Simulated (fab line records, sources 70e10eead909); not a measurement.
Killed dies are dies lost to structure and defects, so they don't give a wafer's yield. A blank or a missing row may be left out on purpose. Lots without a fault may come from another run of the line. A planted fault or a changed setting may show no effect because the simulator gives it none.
fab line records | flow nand_harc
record lots=6 wafers=18 last_day=23
route steps=1159 shown A_STAIRCASE@615 END@1159
lots that met no fault: from a run of the same line without faults
start_h: hours from the record's first day to the start of the lot's first wafer shown | wait_h: hours since the lot's step before | " the same as in the row above | L1.1+2: a row that stands for several wafers | - no value, or no start given | * or withheld: withheld | < > ~ a bound
route shown NAME@n: a module of which the file shows steps, and the number in the route of the first | usual: mean/standard deviation of fault-free wafers | same: alike in all rows | chamber/n: place in a boat | sites: the reading at each site | _std_site: their standard deviation | _edge_site: outer sites' mean less inner sites' | radius_mm: how far each site lies from the wafer's centre | mask NAME#n: copy n | behind: the tool/chamber that last shaped the wafer | hold: why the lot was held/for how many hours/how that ended | device: the transistor (n, p or np) that didn't switch | end of line: the same wafers' tests at the end of the route | a step without rows: its recipe alone | killed: dies lost to structure and defects at the first sort, not the wafer's yield | map: a wafer's dies, x killed, . not, _ none there
set.NAME: the setting as run; set.NAME@STEP: as run at that earlier step | model.NAME: the simulator's own value behind a step, which no gauge read
lots at some steps of the route; a table a step, a row a wafer
services: from which hour (start_h, from the record's first day; less than 0 if before it) a tool's chamber was out of use, for how many hours, and why
## steps
# step NHARC_A_STAIRCASE_ETCH_221
# recipe target_depth_a=1000 time_s=40.5 ion_energy_ev=400 c4f8_flow_sccm=20 o2_flow_sccm=10 ar_flow_sccm=withheld rf_w=600 bias_w=1000 chemistry=C4F8/O2
# step NHARC_A_STAIRCASE_TRIM_222
# recipe time_s=211.2 o2_flow_sccm=500 ar_flow_sccm=0 bias_w=0 chemistry=O2
# usual drypump_motor_current_A=5.9/0.48 oes_product_au=0.994/0.0086 rf_vpp_V=57.7/0.88 showerhead_plenum_p_Torr=3.48/0.11 throttle_valve_pct=17.035/0.009
# columns lot.wafer tool chamber start_h wait_h drypump_motor_current_A oes_product_au rf_hours_counter_h rf_vpp_V showerhead_plenum_p_Torr throttle_valve_pct
L733.4 rie_diel-05 2 - - 6.7 0.996 33 60.0 3.67 17.024
L733.2 " 0 " " 5.9 0.997 39 57.3 3.45 17.040
L733.3 " 1 " " 5.3 1.000 32 56.7 3.37 17.023
L743.1 rie_diel-06 2 - - 5.4 1.000 25 58.2 3.43 17.036
L743.3 " 1 " " 5.8 0.998 26 57.9 3.51 17.031
L743.6 " 3 " " 6.1 1.004 - 57.2 3.59 17.027
L744.1 rie_diel-05 2 - - 6.7 0.992 53 56.6 3.66 17.024
L744.4 " 3 " " 5.7 0.989 57 57.0 3.39 17.050
L744.2 " 0 " " 5.8 0.988 59 57.7 3.44 17.036
L745.2 rie_diel-06 2 - - 5.5 0.988 35 58.1 3.43 17.035
L745.3 " 1 " " 5.8 0.985 35 55.7 3.50 17.014
L745.5 " 3 " " 6.1 1.006 - 56.7 3.59 17.032
L748.4 rie_diel-05 1 - - 5.3 0.996 2 57.4 3.35 17.051
L748.1 " 2 " " 6.7 0.994 2 58.1 3.66 17.036
L748.3 " 3 " " 5.7 0.982 2 57.3 3.39 17.039
L749.2 rie_diel-05 0 - - 5.9 0.977 5 59.6 3.44 17.023
L749.6 " 3 " " 5.7 0.979 - 58.4 3.39 17.038
L749.4 " 0 " " 5.9 0.990 - 58.5 3.44 17.038
# step NHARC_A_STAIRCASE_ETCH_223
# recipe target_depth_a=1000 time_s=40.5 ion_energy_ev=400 c4f8_flow_sccm=20 o2_flow_sccm=10 ar_flow_sccm=withheld rf_w=600 bias_w=1000 chemistry=C4F8/O2
# step NHARC_A_STAIRCASE_TRIM_224
# recipe time_s=211.2 o2_flow_sccm=500 ar_flow_sccm=0 bias_w=0 chemistry=O2
# step NHARC_A_STAIRCASE_ETCH_225
# recipe target_depth_a=1000 time_s=40.5 ion_energy_ev=400 c4f8_flow_sccm=20 o2_flow_sccm=10 ar_flow_sccm=withheld rf_w=600 bias_w=1000 chemistry=C4F8/O2
# step NHARC_A_STAIRCASE_TRIM_226
# recipe time_s=211.2 o2_flow_sccm=500 ar_flow_sccm=0 bias_w=0 chemistry=O2
# step NHARC_A_STAIRCASE_ETCH_227
# recipe target_depth_a=1000 time_s=40.5 ion_energy_ev=400 c4f8_flow_sccm=20 o2_flow_sccm=10 ar_flow_sccm=withheld rf_w=600 bias_w=1000 chemistry=C4F8/O2
# usual oes_product_au=0.936/0.011 rf_vpp_V=894/3.9
# columns lot.wafer tool chamber start_h wait_h oes_product_au rf_hours_counter_h rf_vpp_V
L733.3 rie_diel-05 1 - - 0.951 32 890
L733.4 " 2 " " 0.911 34 901
L733.2 " 3 " " 0.916 37 893
L743.3 rie_diel-06 0 - - 0.939 29 899
L743.1 " 2 " " 0.938 26 893
L743.6 " 0 " " 0.949 - 898
L744.1 rie_diel-05 2 - - 0.939 53 901
L744.4 " 3 " " 0.923 58 890
L744.2 " 0 " " 0.940 59 892
L745.3 rie_diel-06 3 - - 0.938 38 899
L745.2 " 0 " " 0.937 37 899
L745.5 " 3 " " 0.935 - 899
L748.3 rie_diel-05 3 - - 0.908 6 891
L748.1 " 0 " " 0.912 6 893
L748.4 " 0 " " 0.918 - 894
L749.2 rie_diel-05 1 - - 0.925 6 890
L749.4 " 0 " " 0.920 - 893
L749.6 " 3 " " 0.916 - 891
# step NHARC_A_STAIRCASE_TRIM_229
# recipe time_s=211.2 o2_flow_sccm=500 ar_flow_sccm=0 bias_w=0 chemistry=O2
# usual drypump_motor_current_A=5.9/0.51 oes_product_au=0.998/0.0091 rf_vpp_V=57.5/0.82 showerhead_plenum_p_Torr=3.49/0.11 throttle_valve_pct=17.037/0.0091
# columns lot.wafer tool chamber start_h wait_h drypump_motor_current_A oes_product_au rf_hours_counter_h rf_vpp_V showerhead_plenum_p_Torr throttle_valve_pct
L733.4 rie_diel-10 1 267.77 0.1 6.7 0.995 31 57.1 3.43 17.046
L733.2 " 2 " " 6.2 1.025 33 57.2 3.60 17.040
L733.3 " 0 " " 5.5 1.008 33 57.7 3.64 17.038
L743.3 rie_diel-10 2 319.30 0.1 6.3 1.019 47 57.1 3.60 17.032
L743.1 " 3 " " 5.2 1.003 50 57.3 3.39 17.033
L743.6 " 3 " " 5.2 0.993 - 57.4 3.39 17.045
L744.2 rie_diel-10 2 326.07 0.1 6.3 1.011 51 56.7 3.59 17.035
L744.1 " 3 " " 5.2 0.983 55 57.5 3.39 17.056
L744.4 " 0 " " 5.5 1.001 54 57.1 3.62 17.044
L745.2 rie_diel-06 2 338.46 0.1 5.5 0.991 36 57.9 3.43 17.048
L745.3 " 3 " " 6.1 1.000 38 56.8 3.59 17.048
L745.5 " 1 " " 5.8 0.990 - 57.1 3.50 17.038
L748.4 rie_diel-06 2 359.97 0.3 5.5 0.995 43 58.3 3.42 17.029
L748.3 " 3 " " 6.2 1.005 48 58.5 3.58 17.019
L748.1 " 0 " " 6.2 1.000 47 57.6 3.58 17.021
L749.2 rie_diel-05 1 360.26 0.1 5.3 0.998 7 56.6 3.35 17.042
L749.6 " 1 " " 5.3 0.993 - 56.4 3.35 17.042
L749.4 " 3 " " 5.7 0.995 - 56.8 3.39 17.039
# step NHARC_A_STAIRCASE_ETCH_230
# recipe target_depth_a=1000 time_s=40.5 ion_energy_ev=400 c4f8_flow_sccm=20 o2_flow_sccm=10 ar_flow_sccm=withheld rf_w=600 bias_w=1000 chemistry=C4F8/O2
# step NHARC_A_STAIRCASE_TRIM_231
# recipe time_s=211.2 o2_flow_sccm=500 ar_flow_sccm=0 bias_w=0 chemistry=O2
# step NHARC_A_STAIRCASE_ETCH_232
# recipe target_depth_a=1000 time_s=40.5 ion_energy_ev=400 c4f8_flow_sccm=20 o2_flow_sccm=10 ar_flow_sccm=withheld rf_w=600 bias_w=1000 chemistry=C4F8/O2
# step NHARC_A_STAIRCASE_TRIM_233
# recipe time_s=211.2 o2_flow_sccm=500 ar_flow_sccm=0 bias_w=0 chemistry=O2
# usual drypump_motor_current_A=5.9/0.51 oes_product_au=0.998/0.0088 rf_vpp_V=57.7/0.97 showerhead_plenum_p_Torr=3.50/0.11 throttle_valve_pct=17.037/0.01
# columns lot.wafer tool chamber start_h wait_h drypump_motor_current_A oes_product_au rf_hours_counter_h rf_vpp_V showerhead_plenum_p_Torr throttle_valve_pct
L733.2 rie_diel-10 0 268.53 - 5.5 1.008 33 57.6 3.64 17.036
L733.4 " 2 " " 6.2 1.003 33 56.7 3.60 17.021
L733.3 " 3 " " 5.2 0.992 35 57.9 3.40 17.050
L743.1 rie_diel-10 0 319.90 - 5.5 0.999 50 58.3 3.63 17.044
L743.3 " 1 " " 6.7 1.006 46 56.5 3.42 17.050
L743.6 " 0 " " 5.5 1.008 - 58.0 3.63 17.061
L744.2 rie_diel-10 0 326.58 - 5.5 1.005 54 58.2 3.62 17.027
L744.4 " 1 " " 6.7 0.997 50 57.8 3.42 17.026
L744.1 " 2 " " 6.2 1.004 51 58.7 3.59 17.021
L745.3 rie_diel-06 3 338.96 - 6.1 1.004 38 58.0 3.59 17.044
L745.2 " 1 " " 5.7 0.999 35 57.1 3.50 17.056
L745.5 " 3 " " 6.2 1.009 - 57.1 3.59 17.032
L748.3 rie_diel-06 1 360.48 - 5.8 1.009 43 56.4 3.50 17.022
L748.4 " 2 " " 5.5 0.992 44 57.1 3.42 17.029
L748.1 " 3 " " 6.1 1.005 48 57.7 3.58 17.035
L749.2 rie_diel-05 3 360.99 - 5.7 0.987 7 58.3 3.39 17.034
L749.6 " 0 " " 5.9 0.988 - 57.8 3.44 17.047
L749.4 " 1 " " 5.3 0.995 - 56.8 3.35 17.033
# step NHARC_A_STAIRCASE_ETCH_234
# recipe target_depth_a=1000 time_s=40.5 ion_energy_ev=400 c4f8_flow_sccm=20 o2_flow_sccm=10 ar_flow_sccm=withheld rf_w=600 bias_w=1000 chemistry=C4F8/O2
# step NHARC_A_STAIRCASE_TRIM_235
# recipe time_s=211.2 o2_flow_sccm=500 ar_flow_sccm=0 bias_w=0 chemistry=O2
# step NHARC_A_STAIRCASE_ETCH_236
# recipe target_depth_a=1000 time_s=40.5 ion_energy_ev=400 c4f8_flow_sccm=20 o2_flow_sccm=10 ar_flow_sccm=withheld rf_w=600 bias_w=1000 chemistry=C4F8/O2
# usual oes_product_au=0.941/0.011 rf_vpp_V=895/4
# columns lot.wafer tool chamber start_h wait_h oes_product_au rf_hours_counter_h rf_vpp_V
L733.3 rie_diel-10 0 - - 0.946 34 902
L733.2 " 1 " " 0.936 32 893
L733.4 " 2 " " 0.941 34 898
L743.3 rie_diel-10 3 - - 0.939 51 893
L743.1 " 0 " " 0.934 50 899
L743.6 " 2 " " 0.957 - 896
L744.4 rie_diel-10 2 - - 0.949 52 898
L744.1 " 3 " " 0.941 55 892
L744.2 " 0 " " 0.926 54 899
L745.2 rie_diel-06 2 - - 0.929 36 892
L745.3 " 3 " " 0.934 39 898
L745.5 " 0 " " 0.947 - 898
L748.1 rie_diel-06 3 - - 0.963 49 898
L748.3 " 0 " " 0.939 48 898
L748.4 " 1 " " 0.941 43 895
L749.2 rie_diel-05 1 - - 0.948 7 889
L749.6 " 3 " " 0.937 - 892
L749.4 " 0 " " 0.952 - 893
# step NHARC_A_STAIRCASE_STRIP_238
# recipe power_w=1500 temp_c=250 chemistry=O2
# step NHARC_A_STAIRCASE_STRIP_239
# recipe time_s=900 temp_c=130 chemistry=SPM
# step NHARC_A_STAIRCASE_PRECLEAN_240
# recipe time_s=* temp_c=50 bath_age_min=0 chemistry=SC1
# step NHARC_A_STAIRCASE_SRD_241
# step NHARC_A_STAIRCASE_DEHYDRATE_242
# recipe temp_c=150 time_s=120
# step NHARC_A_STAIRCASE_HMDS_243
# recipe time_s=30
# step NHARC_A_STAIRCASE_COAT_244
# recipe spin_rpm=1200
# step NHARC_A_STAIRCASE_SOFTBAKE_245
# recipe temp_c=135 time_s=170
# step NHARC_A_STAIRCASE_EBR_246
# step NHARC_A_STAIRCASE_EXPOSE_247
# recipe na=0.5 dose_mj=25.34 mask_id=SDS_1
# step NHARC_A_STAIRCASE_PEB_248
# recipe peb_temp_c=115 peb_time_s=130
# step NHARC_A_STAIRCASE_DEVELOP_249
# recipe time_s=140
# step NHARC_A_STAIRCASE_HARDBAKE_251
# recipe temp_c=120 time_s=140
# step NHARC_A_STAIRCASE_DESCUM_252
# recipe time_s=3 o2_flow_sccm=200 ar_flow_sccm=0 bias_power_w=0 chemistry=O2
# step NHARC_A_STAIRCASE_ETCH_253
# recipe target_depth_a=500 time_s=20.2 ion_energy_ev=400 c4f8_flow_sccm=20 o2_flow_sccm=10 ar_flow_sccm=withheld rf_w=600 bias_w=1000 chemistry=C4F8/O2
# step NHARC_A_STAIRCASE_STRIP_254
# recipe power_w=1500 temp_c=250 chemistry=O2
# usual drypump_motor_current_A=5.72/0.21 heater_power_w=347/29
# columns lot.wafer tool chamber start_h wait_h drypump_motor_current_A heater_power_w rf_hours_counter_h
L733.2 plasma_asher-01 0 271.45 - 5.92 368 59
L733.3 " 1 " " 5.44 369 -
L733.4 " 0 " " 5.94 362 -
L743.1 plasma_asher-01 1 324.78 - 5.42 362 14
L743.3 " 1 " " 5.42 373 -
L743.6 " 0 " " 5.96 354 -
L744.1 plasma_asher-01 1 329.03 - 5.39 359 16
L744.2 " 0 " " 6.01 366 16
L744.4 " 1 " " 5.40 369 -
L745.2 plasma_asher-02 1 341.49 - 5.83 337 49
L745.3 " 0 " " 5.72 288 -
L745.5 " 1 " " 5.82 342 -
L748.1 plasma_asher-01 1 363.15 - 5.44 373 27
L748.4 " 1 " " 5.41 371 -
L748.3 " 0 " " 5.96 373 -
L749.2 plasma_asher-01 0 364.54 - 5.95 369 29
L749.4 " 1 " " 5.38 366 -
L749.6 " 0 " " 5.95 373 -
# step NHARC_A_STAIRCASE_STRIP_255
# recipe time_s=900 temp_c=130 chemistry=SPM
# step NHARC_A_STAIRCASE_PRECLEAN_256
# recipe time_s=* temp_c=50 bath_age_min=0 chemistry=SC1
# step NHARC_A_STAIRCASE_SRD_257
# step NHARC_A_STAIRCASE_HM_DEP_456
# recipe target_thk_a=15000 temp_c=400 material=aC
# step NHARC_A_STAIRCASE_DEP_259
# recipe target_thk_a=300 target_thk_nm=30 temp_c=400 pressure_torr=3.5 flow_sccm=200 rf_w=350 material=SiON
# step NHARC_A_STAIRCASE_DEHYDRATE_281
# recipe temp_c=150 time_s=120
# step NHARC_A_STAIRCASE_HMDS_282
# recipe time_s=30
# step NHARC_A_STAIRCASE_COAT_283
# recipe spin_rpm=1200
# step NHARC_END_SORT_01
# recipe temp_c=25
# usual killed_at_array=29/11 killed_at_other=0.5/0.8 killed_at_periphery=3.5/2.8 killed_dies=33/12 killed_open=3.1/1.8 killed_short=1.8/1.4
# same gross_dies=677
# columns lot.wafer tool chamber start_h wait_h killed_at_array killed_at_other killed_at_periphery killed_dies killed_open killed_short
L733.2 prober-02 0 445.15 2.8 17 0 2 19 4 0
L733.3 prober-02 0 445.93 3.1 11 0 7 18 6 1
L733.4 prober-02 0 446.72 3.3 18 1 3 22 6 3
L743.1 prober-02 0 520.58 2.5 99 0 1 100 4 0
L743.3 prober-02 0 522.20 3.1 88 1 0 89 1 3
L743.6 prober-02 0 524.63 4.1 95 1 2 98 3 2
L744.1 prober-01 0 521.78 2.5 68 0 4 72 1 2
L744.2 prober-01 0 522.58 2.8 93 0 3 96 4 1
L744.4 prober-01 0 524.18 3.4 84 0 4 88 2 1
L748.4 prober-01 0 545.09 3.4 18 1 4 23 3 3
L745.2 prober-02 0 551.22 2.8 40 0 0 40 5 0
L749.2 prober-02 0 558.98 2.8 42 0 0 42 4 2
L749.4 prober-02 0 560.56 3.3 48 1 0 49 1 1
# killed by level:class
L733.2 A_CHANNEL_HOLE_D1:chamber_film_flake=5 A_CONTACT:chamber_film_flake=5 P_STI:chamber_film_flake=2 A_STAIRCASE:chamber_film_flake=2 A_ONON_D1:geometric_particle:open=1 A_WL_FILL:geometric_particle:open=1 A_CONTACT:geometric_particle:open=1 A_M0:geometric_particle:open=1
L733.3 P_STI:chamber_film_flake=4 A_CONTACT:chamber_film_flake=3 A_CONTACT:geometric_particle:open=2 A_SLIT:chamber_film_flake=2 P_GATE:geometric_particle:short=1 P_M1:geometric_particle:open=1 A_CHANNEL_FILL_D1:geometric_particle:open=1 A_SGD_CUT:geometric_particle:open=1
L733.4 A_CONTACT:geometric_particle:open=5 A_CHANNEL_HOLE_D1:chamber_film_flake=4 A_CONTACT:chamber_film_flake=4 P_M1:chamber_film_flake=2 A_STAIRCASE:chamber_film_flake=2 A_ONON_D1:geometric_particle:short=1 A_WL_FILL:geometric_particle:short=1 A_M1:geometric_particle:open=1
L743.1 A_STAIRCASE:unspecified=69 A_SLIT:chamber_film_flake=14 A_CHANNEL_HOLE_D1:chamber_film_flake=8 A_STAIRCASE:chamber_film_flake=4 A_WL_FILL:geometric_particle:open=2 A_CHANNEL_FILL_D1:geometric_particle:open=1 A_CONTACT:geometric_particle:open=1 P_GATE:chamber_film_flake=1
L744.1 A_STAIRCASE:unspecified=53 A_CONTACT:chamber_film_flake=5 A_CHANNEL_HOLE_D1:chamber_film_flake=4 P_BONDPAD:chamber_film_flake=3 A_STAIRCASE:chamber_film_flake=2 A_WL_FILL:geometric_particle:short=1 A_CONTACT:geometric_particle:short=1 A_M1:geometric_particle:open=1
L743.3 A_STAIRCASE:unspecified=65 A_SLIT:chamber_film_flake=10 A_CHANNEL_HOLE_D1:chamber_film_flake=5 A_STAIRCASE:chamber_film_flake=4 A_CONTACT:geometric_particle:open=1 A_CONTACT:geometric_particle:short=1 A_M1:geometric_particle:short=1 STARTING-WAFER:geometric_particle:short=1
L744.2 A_STAIRCASE:unspecified=68 A_CHANNEL_HOLE_D1:chamber_film_flake=8 A_STAIRCASE:chamber_film_flake=7 A_CONTACT:chamber_film_flake=4 A_CHANNEL_FILL_D1:chamber_film_flake=2 P_GATE:geometric_particle:open=1 P_M2:geometric_particle:open=1 A_ONON_D1:geometric_particle:open=1
L744.4 A_STAIRCASE:unspecified=72 A_CHANNEL_HOLE_D1:chamber_film_flake=6 P_STI:chamber_film_flake=2 A_STAIRCASE:chamber_film_flake=2 A_CONTACT:chamber_film_flake=2 P_M0:geometric_particle:open=1 P_M0:geometric_particle:short=1 A_WL_FILL:geometric_particle:open=1
L743.6 A_STAIRCASE:unspecified=69 A_SLIT:chamber_film_flake=15 A_CHANNEL_HOLE_D1:chamber_film_flake=4 A_STAIRCASE:chamber_film_flake=2 P_M0:geometric_particle:open=1 A_ONON_D1:geometric_particle:short=1 A_WL_FILL:geometric_particle:short=1 A_CONTACT:geometric_particle:open=1
L748.4 A_CHANNEL_HOLE_D1:chamber_film_flake=7 A_STAIRCASE:chamber_film_flake=5 A_CONTACT:chamber_film_flake=3 P_GATE:geometric_particle:open=1 P_M0:geometric_particle:open=1 P_M1:geometric_particle:short=1 A_SGD_CUT:geometric_particle:short=1 A_WL_FILL:geometric_particle:short=1
L745.2 A_SLIT:chamber_film_flake=17 A_CHANNEL_HOLE_D1:chamber_film_flake=8 A_CHANNEL_FILL_D1:chamber_film_flake=3 A_STAIRCASE:chamber_film_flake=3 A_BLC:geometric_particle:open=2 A_M0:geometric_particle:open=2 A_ZERO_WELL:chamber_film_flake=2 A_CONTACT:chamber_film_flake=2
L749.2 A_SLIT:chamber_film_flake=16 A_CHANNEL_HOLE_D1:chamber_film_flake=15 A_STAIRCASE:chamber_film_flake=5 A_ONON_D1:geometric_particle:open=2 A_CHANNEL_HOLE_D1:geometric_particle:short=1 A_CHANNEL_FILL_D1:geometric_particle:open=1 A_SGD_CUT:geometric_particle:short=1 A_CONTACT:geometric_particle:open=1
L749.4 A_CHANNEL_HOLE_D1:chamber_film_flake=22 A_SLIT:chamber_film_flake=16 A_STAIRCASE:chamber_film_flake=7 A_CHANNEL_FILL_D1:geometric_particle:open=1 A_CHANNEL_FILL_D1:geometric_particle:short=1 A_WL_FILL:chamber_film_flake=1 THIN_TSV:chamber_film_flake=1
# map L743.1 (x killed, . not)
____________.____________
_________......._________
_______..........._______
______.............______
_____..............._____
____.................____
____.................____
___...................___
___...................___
__.....................__
__.........x...........__
_.................x....._
_...........x...xxxx...._
_.........x...xxxxx....._
_...........x...xxxxx.x._
_...........x..xxxxxxx.._
............xxxxxxxxxx...
..........x...xxxxxxx....
..........xxxxxxxxxxx....
..x.......xxx..xxxxxxxx..
.............xxxxxxxxxx..
_.........x.x....xxxxx.._
_..............x.xxxx..._
_...............xxx....._
_................x......_
_...............x......._
__.....................__
__.................x...__
___..x................___
___................x..___
____..............x..____
____.................____
_____..............._____
______.............______
_______..........._______
_________......._________
____________.____________
# map L744.2 (x killed, . not)
____________.____________
_________...x..._________
_______.......x..._______
______.............______
_____..............._____
____.................____
____.................____
___...............x...___
___...............x...___
__.x...................__
__...........x.........__
_................x..x..._
_.....x........xxx......_
_.........x....xxx.x..x._
_............x.x.xx.xx.._
_.............xxxxxxx..._
..............xxxxxxx....
.............x.xxxxxxx...
x..............xxxxxxx...
...x.........xxxxxxxxx...
..............xxxxxxx....
_...............xx.x...._
_.......x.......xxx.x..._
_x............x.x......._
_..............x...x...._
_................x......_
__..........x......x...__
__.....................__
___....x.x.xx.........___
___...................___
____......x..........____
____.x....x..........____
_____...x.x........._____
______.............______
_______..........._______
_________......._________
____________.____________
## services
# columns tool chamber start_h hours kind
rie_diel-05 0 247.13 - clean
rie_diel-05 1 247.13 - clean
rie_diel-05 2 247.13 - clean
rie_diel-05 3 247.13 - clean
rie_diel-05 0 271.94 - clean
rie_diel-05 1 271.94 - clean
rie_diel-05 2 271.94 - clean
rie_diel-05 3 271.94 - clean
plasma_asher-01 - 276.00 9.0 pm
rie_diel-05 0 278.79 4.6 repair
rie_diel-05 0 296.49 - clean
rie_diel-05 1 296.49 - clean
rie_diel-05 2 296.49 - clean
rie_diel-05 3 296.49 - clean
rie_diel-05 0 321.05 - clean
rie_diel-05 1 321.05 - clean
rie_diel-05 2 321.05 - clean
rie_diel-05 3 321.05 - clean
rie_diel-05 - 341.57 9.0 pm
rie_diel-05 0 341.57 9.0 vent_cycle
rie_diel-05 1 341.57 9.0 vent_cycle
rie_diel-10 - 353.50 9.0 pm
rie_diel-05 2 356.08 19.8 repair
plasma_asher-02 - 360.60 9.0 pm
## key
first_sign step=NHARC_END_SORT_01 reading=killed_at_array direction=up sigmas=5.2 usual=29 struck=88
effect step=NHARC_END_SORT_01 reading=killed_dies direction=up sigmas=4.8 usual=33 struck=90
more_kills_born_at NHARC_A_STAIRCASE_TRIM_233@rie_diel-10=394
met_at NHARC_A_STAIRCASE_TRIM_233
struck_wafers L743.1,L743.3,L743.6,L744.1,L744.2,L744.4
tester_left_out L743,L744
onset_between 268.53 319.90
also_fits NHARC_A_STAIRCASE_TRIM_229:rie_diel-10,NHARC_A_STAIRCASE_ETCH_236:rie_diel-10
fault kind=chamber_particle_source tool=rie_diel-10 chamber=- onset_h=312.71 steps=NHARC_A_STAIRCASE_TRIM_233 rate_per_visit_cm2=0.37562 end_h=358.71
# tester_left_out: of these lots the tester's yield and bins aren't shown, on N5 and GAA mostly nor the transistor test; their killed dies are dies lost to structure and defects alone, not to doping, threshold or leakage, so they don't give the yield
